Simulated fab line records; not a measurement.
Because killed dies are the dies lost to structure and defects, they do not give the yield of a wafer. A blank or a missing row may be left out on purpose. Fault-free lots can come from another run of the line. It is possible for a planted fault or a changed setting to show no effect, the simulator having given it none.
The tool behind it: which one? -- flow nand harc -- 72 wafers from 24 lots sampled at 6 of the route's 1302 steps

WHAT THE GAUGES READ, wafer by wafer
No reading from a measuring or inspecting step in the record can be judged against a usual standard deviation.

TOOL THAT RAN EACH LOT (tool first, then ch and the chambers of the sampled wafers, then the start)
lot,NHARC_A_CONTACT_ETCH_126,NHARC_A_CONTACT_ETCH_132,NHARC_A_CONTACT_DESCUM_13,NHARC_A_CONTACT_ETCH_110,NHARC_A_CONTACT_CVD_19,NHARC_A_CONTACT_CMP_20
L075,"har cap etch-02 ch 0, day 22 09:33","har cap etch-02 ch 0, day 22 10:37","rie diel-02 ch 0,1,2, day 22 15:16","rie diel-05 ch 0,1,3, day 22 18:57","cvd w-02 ch 0, day 22 20:41 or earlier","cmp-02 ch 0,1,3, day 22 20:41"
L074,"har cap etch-01 ch 0,1, day 22 15:17","har cap etch-01 ch 0,1, day 22 16:20","rie diel-05 ch 0,1, day 22 23:05","rie diel-02 ch 2,3, day 23 02:41","cvd w-02 ch 0,1, day 23 04:25 or earlier","cmp-03 ch 0,1, day 23 04:25"
L076,"har cap etch-02 ch 0, day 22 15:23","har cap etch-02 ch 0, day 22 16:26","rie diel-02 ch 0,1,3, day 22 22:43","rie diel-05 ch 0,3, day 23 02:29","cvd w-01 ch 0,1, day 23 04:13 or earlier","cmp-01 ch 0,3, day 23 04:13"
L077,"har cap etch-01 ch 0,1, day 22 19:14","har cap etch-01 ch 0,1, day 22 20:17","rie diel-13 ch 0,1,2, day 23 02:02","rie diel-05 ch 0,1,2, day 23 05:36","cvd w-02 ch 0, day 23 07:20 or earlier","cmp-03 ch 0,1,3, day 23 07:20"
L078,"har cap etch-02 ch 0,1, day 23 09:44","har cap etch-02 ch 0,1, day 23 10:47","rie diel-13 ch 1,2,3, day 23 17:08","rie diel-13 ch 0,2,3, day 23 20:58","cvd w-02 ch 0, day 23 23:27 or earlier","cmp-02 ch 1,2, day 23 23:27"
L079,"har cap etch-03 ch 0,1, day 23 12:50","har cap etch-03 ch 0,1, day 23 14:01","rie diel-13 ch 0,1,2, day 23 22:04","rie diel-05 ch 0,1,3, day 24 02:05","cvd w-02 ch 0, day 24 05:04 or earlier","cmp-01 ch 0,1,3, day 24 05:04"
L080,"har cap etch-01 ch 0,1, day 24 02:39","har cap etch-01 ch 0,1, day 24 03:43","rie diel-13 ch 1,2, day 24 13:26","rie diel-13 ch 2,3, day 24 16:56","cvd w-01 ch 0,1, day 24 18:44 or earlier","cmp-03 ch 0,1,3, day 24 18:44"
L082,"har cap etch-02 ch 0,1, day 25 01:53","har cap etch-02 ch 0,1, day 25 02:57","rie diel-05 ch 1,3, day 25 09:18","rie diel-13 ch 1,3, day 25 13:01","cvd w-01 ch 1, day 25 14:50 or earlier","cmp-03 ch 0,1,2, day 25 14:50"
L081,"har cap etch-01 ch 0,1, day 25 07:39","har cap etch-01 ch 0,1, day 25 08:43","rie diel-13 ch 1,2, day 25 13:38","rie diel-13 ch 1,2,3, day 25 17:09","cvd w-01 ch 0,1, day 25 18:56 or earlier","cmp-02 ch 2,3, day 25 18:56"
L083,"har cap etch-01 ch 0,1, day 25 15:18","har cap etch-01 ch 0,1, day 25 16:21","rie diel-13 ch 0,2,3, day 25 21:14","rie diel-13 ch 0,2,3, day 26 00:44","cvd w-01 ch 0,1, day 26 02:32 or earlier","cmp-03 ch 0,1, day 26 02:32"
L085,"har cap etch-01 ch 0,1, day 27 03:32","har cap etch-01 ch 0,1, day 27 04:37","rie diel-02 ch 1,2,3, day 27 09:28","rie diel-02 ch 1,2,3, day 27 13:16","cvd w-01 ch 0,1, day 27 15:04 or earlier","cmp-02 ch 0,1,3, day 27 15:04"
L084,"har cap etch-02 ch 0,1, day 27 06:00","har cap etch-02 ch 0,1, day 27 07:04","rie diel-02 ch 2,3, day 27 13:34","rie diel-02 ch 0,3, day 27 17:04","cvd w-01 ch 1, day 27 18:49 or earlier","cmp-01 ch 0,2,3, day 27 18:49"
L086,"har cap etch-03 ch 0,1, day 27 11:19","har cap etch-03 ch 0,1, day 27 12:43","rie diel-13 ch 0,1,3, day 27 17:48","rie diel-13 ch 0,2,3, day 27 21:48","cvd w-01 ch 0,1, day 27 23:35 or earlier","cmp-02 ch 0,2,3, day 27 23:35"
L087,"har cap etch-02 ch 0,1, day 27 14:11","har cap etch-02 ch 0,1, day 27 15:14","rie diel-05 ch 0,3, day 27 21:21","rie diel-13 ch 1,2,3, day 28 00:49","cvd w-02 ch 0,1, day 28 02:34 or earlier","cmp-03 ch 2,3, day 28 02:34"
L090,"har cap etch-02 ch 0,1, day 28 19:52","har cap etch-02 ch 0,1, day 28 20:55","rie diel-05 ch 0,1,3, day 29 02:26","rie diel-13 ch 0,3, day 29 06:19","cvd w-02 ch 0,1, day 29 08:07 or earlier","cmp-03 ch 1,3, day 29 08:07"
L091,"har cap etch-03 ch 0,1, day 28 23:06","har cap etch-03 ch 0,1, day 29 00:30","rie diel-13 ch 0,1,2, day 29 07:38","rie diel-02 ch 0,2, day 29 11:05","cvd w-02 ch 0,1, day 29 12:55 or earlier","cmp-01 ch 0,1,2, day 29 12:55"
L088,"har cap etch-01 ch 0, day 29 00:09","har cap etch-01 ch 0, day 29 01:13","rie diel-13 ch 0,1,2, day 29 08:10","rie diel-13 ch 0,1, day 29 11:58","cvd w-01 ch 0,1, day 29 13:43 or earlier","cmp-03 ch 0,1, day 29 13:43"
L089,"har cap etch-02 ch 0,1, day 29 03:11","har cap etch-02 ch 0,1, day 29 04:14","rie diel-13 ch 0,1, day 29 10:17","rie diel-13 ch 0,2,3, day 29 13:46","cvd w-01 ch 1, day 29 15:31 or earlier","cmp-01 ch 1,2, day 29 15:31"
L092,"har cap etch-01 ch 0,1, day 29 21:07","har cap etch-01 ch 0,1, day 29 22:10","rie diel-02 ch 0,3, day 30 02:58","rie diel-02 ch 1,3, day 30 07:11","cvd w-01 ch 0,1, day 30 08:56 or earlier","cmp-02 ch 1,2, day 30 08:56"
L094,"har cap etch-01 ch 0,1, day 30 00:40","har cap etch-01 ch 0,1, day 30 01:44","rie diel-02 ch 0,2,3, day 30 07:09","rie diel-05 ch 1,2,3, day 30 11:05","cvd w-02 ch 0,1, day 30 12:52 or earlier","cmp-03 ch 1,2, day 30 12:52"
L093,"har cap etch-03 ch 0,1, day 30 01:19","har cap etch-03 ch 0,1, day 30 02:23","rie diel-05 ch 0,3, day 30 08:38","rie diel-13 ch 0,1,2, day 30 12:17","cvd w-01 ch 0,1, day 30 14:03 or earlier","cmp-01 ch 1,2, day 30 14:03"
L096,"har cap etch-02 ch 0, day 30 07:36","har cap etch-02 ch 0, day 30 08:40","rie diel-13 ch 0,1,3, day 30 13:25","rie diel-13 ch 0,1,2, day 30 16:58","cvd w-02 ch 0,1, day 30 18:44 or earlier","cmp-02 ch 1,2,3, day 30 18:44"
L095,"har cap etch-02 ch 0,1, day 30 11:08","har cap etch-02 ch 0,1, day 30 12:12","rie diel-05 ch 0,3, day 30 16:52","rie diel-05 ch 1,2,3, day 30 20:28","cvd w-01 ch 0,1, day 30 22:17 or earlier","cmp-01 ch 0,1,2, day 30 22:17"
L097,"har cap etch-03 ch 0,1, day 31 17:16","har cap etch-03 ch 0,1, day 31 18:19","rie diel-13 ch 0,1,3, day 31 23:10","rie diel-05 ch 0,3, day 32 02:41","cvd w-01 ch 0,1, day 32 04:30 or earlier","cmp-02 ch 1,2,3, day 32 04:30"
- NHARC_A_CONTACT_ETCH_126: etches the open film in C4F8/O2/Ar, time 197 s, target depth 1918 nm.
- NHARC_A_CONTACT_ETCH_132: etches the open film in C4F8/O2/Ar, time 197 s, target depth 1924 nm.
- NHARC_A_CONTACT_DESCUM_13: chemistry O2, time 3 s.
- NHARC_A_CONTACT_ETCH_110: etches the open film in CF4/O2, target depth 60 nm, overetch 6 nm, time 33 s.
- NHARC_A_CONTACT_CVD_19: deposits W, target thk 300 nm, time 802 s.
- NHARC_A_CONTACT_CMP_20: polishes, t overpolish 30 s, target thk 300 nm.

AS READ BY THE TOOLS THEMSELVES (means over the sampled wafers that have a number; for cases with no such wafer, the mark the record gives instead)
NHARC_A_CONTACT_ETCH_126.
lot,tool,chamber pressure mTorr (mTorr)
L075,har cap etch-02,19.985
L074,har cap etch-01,20.001
L076,har cap etch-02,20.023
L077,har cap etch-01,19.980
L078,har cap etch-02,20.001
L079,har cap etch-03,19.988
L080,har cap etch-01,19.997
L082,har cap etch-02,19.992
L081,har cap etch-01,20.013
L083,har cap etch-01,19.998
L085,har cap etch-01,19.995
L084,har cap etch-02,19.989
L086,har cap etch-03,20.001
L087,har cap etch-02,20.005
L090,har cap etch-02,20.006
L091,har cap etch-03,20.007
L088,har cap etch-01,19.999
L089,har cap etch-02,20.002
L092,har cap etch-01,20.009
L094,har cap etch-01,20.002
L093,har cap etch-03,19.984
L096,har cap etch-02,20.012
L095,har cap etch-02,20.011
L097,har cap etch-03,19.982

NHARC_A_CONTACT_ETCH_132.
lot,tool,chamber pressure mTorr (mTorr)
L075,har cap etch-02,19.946
L074,har cap etch-01,20.014
L076,har cap etch-02,19.992
L077,har cap etch-01,19.994
L078,har cap etch-02,20.010
L079,har cap etch-03,20.003
L080,har cap etch-01,20.002
L082,har cap etch-02,19.990
L081,har cap etch-01,20.012
L083,har cap etch-01,20.009
L085,har cap etch-01,19.969
L084,har cap etch-02,20.010
L086,har cap etch-03,19.999
L087,har cap etch-02,19.996
L090,har cap etch-02,19.992
L091,har cap etch-03,20.010
L088,har cap etch-01,20.010
L089,har cap etch-02,20.001
L092,har cap etch-01,20.007
L094,har cap etch-01,20.014
L093,har cap etch-03,19.995
L096,har cap etch-02,19.990
L095,har cap etch-02,19.990
L097,har cap etch-03,20.000

NHARC_A_CONTACT_DESCUM_13.
lot,tool,chamber pressure mTorr (mTorr),drypump motor current A (A),oes product au (a.u.),rf vpp V (V),showerhead plenum p Torr (Torr),throttle valve pct (%)
L075,rie diel-02,60.02,5.6,0.989,57.7,1.97,11.310
L074,rie diel-05,60.05,4.7,0.994,58.3,1.93,11.312
L076,rie diel-02,59.99,5.3,0.991,57.7,1.94,11.323
L077,rie diel-13,60.00,6.0,1.016,57.7,1.95,11.310
L078,rie diel-13,60.02,5.8,1.005,57.5,1.97,11.312
L079,rie diel-13,60.00,6.0,1.006,58.1,1.95,11.314
L080,rie diel-13,59.98,6.1,1.001,58.1,1.96,11.310
L082,rie diel-05,60.04,5.1,0.992,58.2,1.90,11.312
L081,rie diel-13,59.98,6.1,1.005,57.7,1.96,11.311
L083,rie diel-13,60.05,5.7,1.005,57.1,1.95,11.313
L085,rie diel-02,59.96,5.6,0.994,57.0,1.91,11.313
L084,rie diel-02,60.03,5.3,0.991,56.9,1.85,11.314
L086,rie diel-13,59.98,5.7,1.001,58.6,1.93,11.314
L087,rie diel-05,60.03,5.0,1.000,58.7,1.99,11.312
L090,rie diel-05,60.02,5.0,1.000,57.9,1.94,11.315
L091,rie diel-13,59.98,5.9,1.018,57.4,1.94,11.317
L088,rie diel-13,59.99,6.0,1.000,58.2,1.94,11.310
L089,rie diel-13,60.01,5.9,1.006,57.2,1.92,11.305
L092,rie diel-02,60.03,5.0,1.001,56.7,1.87,11.304
L094,rie diel-02,59.98,5.2,0.998,57.9,1.89,11.312
L093,rie diel-05,60.01,5.4,1.005,57.2,1.95,11.303
L096,rie diel-13,60.04,5.7,0.995,58.3,1.93,11.313
L095,rie diel-05,59.96,5.0,1.000,57.4,1.98,11.316
L097,rie diel-13,59.96,5.7,0.995,57.6,1.93,11.310

NHARC_A_CONTACT_ETCH_110.
lot,tool,chamber pressure mTorr (mTorr),drypump motor current A (A),oes product au (a.u.),rf vpp V (V),showerhead plenum p Torr (Torr),throttle valve pct (%)
L075,rie diel-05,30.01,5.1,0.991,198.2,1.36,13.400
L074,rie diel-02,30.01,5.5,1.001,197.2,1.32,13.397
L076,rie diel-05,30.00,5.4,0.993,198.7,1.37,13.404
L077,rie diel-05,30.02,5.1,0.988,198.4,1.36,13.400
L078,rie diel-13,30.02,5.7,1.017,197.3,1.36,13.391
L079,rie diel-05,30.00,5.0,0.989,198.2,1.36,13.395
L080,rie diel-13,30.00,5.7,1.005,198.3,1.38,13.387
L082,rie diel-13,30.03,5.8,1.005,198.2,1.36,13.402
L081,rie diel-13,30.00,5.8,1.009,198.5,1.37,13.405
L083,rie diel-13,29.99,5.6,1.003,198.0,1.36,13.407
L085,rie diel-02,29.98,5.6,0.984,197.3,1.33,13.394
L084,rie diel-02,29.99,5.0,0.993,197.6,1.30,13.395
L086,rie diel-13,30.01,5.7,1.008,198.6,1.36,13.398
L087,rie diel-13,30.00,5.7,1.011,198.1,1.37,13.406
L090,rie diel-13,30.00,5.6,1.006,197.9,1.34,13.388
L091,rie diel-02,30.01,5.2,0.999,198.2,1.36,13.396
L088,rie diel-13,30.00,5.9,1.005,196.9,1.34,13.402
L089,rie diel-13,29.99,5.7,1.004,199.2,1.36,13.397
L092,rie diel-02,29.97,5.4,0.993,197.3,1.31,13.395
L094,rie diel-05,30.01,5.5,1.001,197.4,1.32,13.402
L093,rie diel-13,30.02,6.0,0.995,198.0,1.36,13.400
L096,rie diel-13,29.98,5.9,1.002,198.9,1.36,13.393
L095,rie diel-05,30.01,5.5,0.996,197.4,1.32,13.399
L097,rie diel-05,30.04,5.0,0.998,198.2,1.38,13.398

NHARC_A_CONTACT_CVD_19.
lot,tool,heater power w (W),throttle valve pct (%)
L075,cvd w-02,406,7.94
L074,cvd w-02,428,7.82
L076,cvd w-01,464,7.63
L077,cvd w-02,414,8.22
L078,cvd w-02,412,8.07
L079,cvd w-02,413,8.11
L080,cvd w-01,448,7.66
L082,cvd w-01,438,7.79
L081,cvd w-01,456,7.70
L083,cvd w-01,459,7.67
L085,cvd w-01,446,7.84
L084,cvd w-01,430,7.63
L086,cvd w-01,451,7.85
L087,cvd w-02,420,7.88
L090,cvd w-02,413,7.94
L091,cvd w-02,417,7.92
L088,cvd w-01,450,7.63
L089,cvd w-01,432,7.73
L092,cvd w-01,465,7.59
L094,cvd w-02,427,7.68
L093,cvd w-01,458,7.73
L096,cvd w-02,421,7.84
L095,cvd w-01,459,7.72
L097,cvd w-01,475,7.69

NHARC_A_CONTACT_CMP_20.
lot,tool,motor current A (A),overpolish run s (s),retaining ring pressure frac,time to endpoint s (s)
L075,cmp-02,13.5,30.004,1.004,63
L074,cmp-03,14.2,30.009,1.002,57
L076,cmp-01,13.1,29.991,0.995,61
L077,cmp-03,13.3,30.006,0.998,62
L078,cmp-02,11.6,30.004,1.003,60
L079,cmp-01,12.3,29.990,1.005,57
L080,cmp-03,13.0,30.006,0.998,61
L082,cmp-03,13.1,29.994,1.003,60
L081,cmp-02,12.2,30.001,1.000,61
L083,cmp-03,14.1,29.999,1.000,62
L085,cmp-02,13.6,30.008,1.001,63
L084,cmp-01,13.0,29.986,1.000,58
L086,cmp-02,12.5,30.001,1.002,59
L087,cmp-03,11.6,29.996,0.999,59
L090,cmp-03,11.0,29.993,1.002,58
L091,cmp-01,12.2,30.000,0.994,57
L088,cmp-03,12.9,29.996,0.995,55
L089,cmp-01,11.2,29.996,0.998,58
L092,cmp-02,11.6,30.003,0.998,63
L094,cmp-03,11.6,30.004,1.005,59
L093,cmp-01,11.0,29.993,1.004,61
L096,cmp-02,12.3,30.009,0.997,62
L095,cmp-01,12.3,30.003,0.996,57
L097,cmp-02,12.3,30.000,0.998,61

THE ANSWER, worked out from the rows above alone
Rule: usual is defined by the lots themselves. The widest of any qualifying gaps counts: lots, ordered by their means at a reading, are off when they make up no more than a third of the lots, leave a main group of 4 or more, and stand apart from it by 3 or more times the standard deviation of that group's means. Not used: any main group whose means are identical at the precision the tables above print for the reading. A lot without any number at a reading at which 4 lots or more have one is off too. Any other lot the step has rows for is counted as sound. First the gauges in route order, then the tools' own readings, where a lot's mean is used as printed above. At the first step where some lot is off, the reading lying furthest off is the one used; lots without a number count as furthest.
Across all readings shown, no lot is off: no conclusion can be drawn from this.

WHAT THE SIMULATOR HAD INSERTED
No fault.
